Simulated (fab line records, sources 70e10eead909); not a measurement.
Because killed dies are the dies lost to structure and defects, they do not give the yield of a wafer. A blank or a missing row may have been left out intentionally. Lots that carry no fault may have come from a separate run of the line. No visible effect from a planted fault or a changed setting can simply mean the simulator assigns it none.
Comparing a struck lot with a sound one ; flow nand harc ; 16 out of 1159 route steps
Sound: these wafers, L464.1, L464.3, L464.6. Wafers struck: L472.2, L472.5, L472.6. The cause comes at the end.
At each step with rows: each side's tool, then ch and its chambers, then its first start. Under that, the readings that differ: sound wafers ; struck wafers ; difference of the means ; sigmas: that difference in standard deviations of wafers without a fault.
alike: same words and numbers on both sides, and readings whose means sit less than 2 such deviations apart. not compared: any withheld reading, any reading some wafer has no value for, any bound like >300 that may hide the same value, and any number with overlapping values for which the record gives no deviation.
Wherever a step has rows on one side only, a row that says differs or no value, or a row with sigmas, the two part there. Numbers that don't overlap but have no deviation are shown without sigmas and don't part them. Lack of a reading on every wafer of one side parts them only where that side has two or more wafers.

first, 5 steps without rows for these wafers: NHARC_P_STI_SOFTBAKE_04 (time 70 s); NHARC_P_STI_EBR_05; NHARC_P_STI_EXPOSE_06 (exposes mask P STI, target cd 200 nm); NHARC_P_STI_PEB_07 (peb time 80 s); NHARC_P_STI_DEVELOP_08 (time 50 s).
NHARC_P_STI_CD_MEAS_09 targets a cd of 200 nm.
  sound on cd sem-01 ch 0, day 5 23:29; struck on cd sem-03 ch 0, day 8 01:47
  alike: cd nm
NHARC_P_STI_OVL_MEAS_10:
  sound: overlay-01 at day 5 23:35; struck: overlay-02 at day 8 01:52
  alike: overlay x nm, overlay y nm
NHARC_P_STI_INSPECT_11:
  sound: defect inspect-02 at day 5 23:37; struck: defect inspect-01 at day 8 01:54
  alike: raw defect count
then, 1 step without rows for these wafers: NHARC_P_STI_HARDBAKE_13 (time 65 s).
NHARC_P_STI_DESCUM_14: chemistry O2, time 3 s.
  sound on rie diel-10 ch 0,2,3, day 5 23:46; struck on rie diel-01 ch 0,1,2, day 8 02:04
  alike: drypump motor current A, oes product au, rf vpp V, showerhead plenum p Torr, throttle valve pct
  not compared: rf hours counter h
NHARC_P_STI_ETCH_42: etches the open film in N2/H2, target depth 80 nm, overetch 24 nm, time 61 s.
  sound on rie diel-10 ch 2,3, day 5 23:50; struck on rie diel-01 ch 0,1,3, day 8 02:08
reading;sound;struck;difference;sigmas
drypump motor current A (A);5.9 6.5 6.5;5.4 5.6 5.6;-0.8;-2
  alike: oes product au, rf vpp V, showerhead plenum p Torr, throttle valve pct
  not compared: rf hours counter h
NHARC_P_STI_ETCH_31: etches the open film in CF4/CHF3, target depth 108.9 nm, time 54.5 s.
  sound on rie diel-10 ch 1,3; struck on rie diel-01 ch 0,1,2
  alike: drypump motor current A, oes product au, rf vpp V, showerhead plenum p Torr, throttle valve pct
  not compared: rf hours counter h
NHARC_P_STI_ETCH_15: etches the open film in HBr/Cl2, target depth 300 nm, time 100.1 s.
  sound on rie si-06 ch 0,2,3, day 6 00:03; struck on rie si-06 ch 1,2,3, day 8 02:25
reading;sound;struck;difference;sigmas
oes product au (a.u.);0.994 1.000 0.986;0.890 0.887 0.868;-0.112;-16
model.P_STI.feature depth nm (nm);297.5 298.2 295.5;241.8 243.2 239.6;-55.5;
  alike: drypump motor current A, throttle valve pct
  not compared: rf hours counter h
NHARC_P_STI_CD_MEAS_16:
  sound: cd sem-01 at day 6 00:12; struck: cd sem-03 at day 8 02:32
  alike: cd nm
NHARC_P_STI_OCD_MEAS_17:
  sound: ocd-02 at day 6 00:17; struck: ocd-02 at day 8 02:38
reading;sound;struck;difference;sigmas
trench depth nm (nm);297.2 297.6 295.5;242.2 243.3 239.8;-55.0;-23
trench foot cd nm (nm);158.9 158.9 159.3;166.1 166.5 168.3;+7.9;+5
then, 1 step without rows for these wafers: NHARC_P_STI_STRIP_19 (strips in SPM, time 900 s).

== WHERE THEY PART ==
At NHARC_P_STI_ETCH_42 first; at NHARC_P_STI_OCD_MEAS_17 last (within this record only).

WHY: what the simulator had put in
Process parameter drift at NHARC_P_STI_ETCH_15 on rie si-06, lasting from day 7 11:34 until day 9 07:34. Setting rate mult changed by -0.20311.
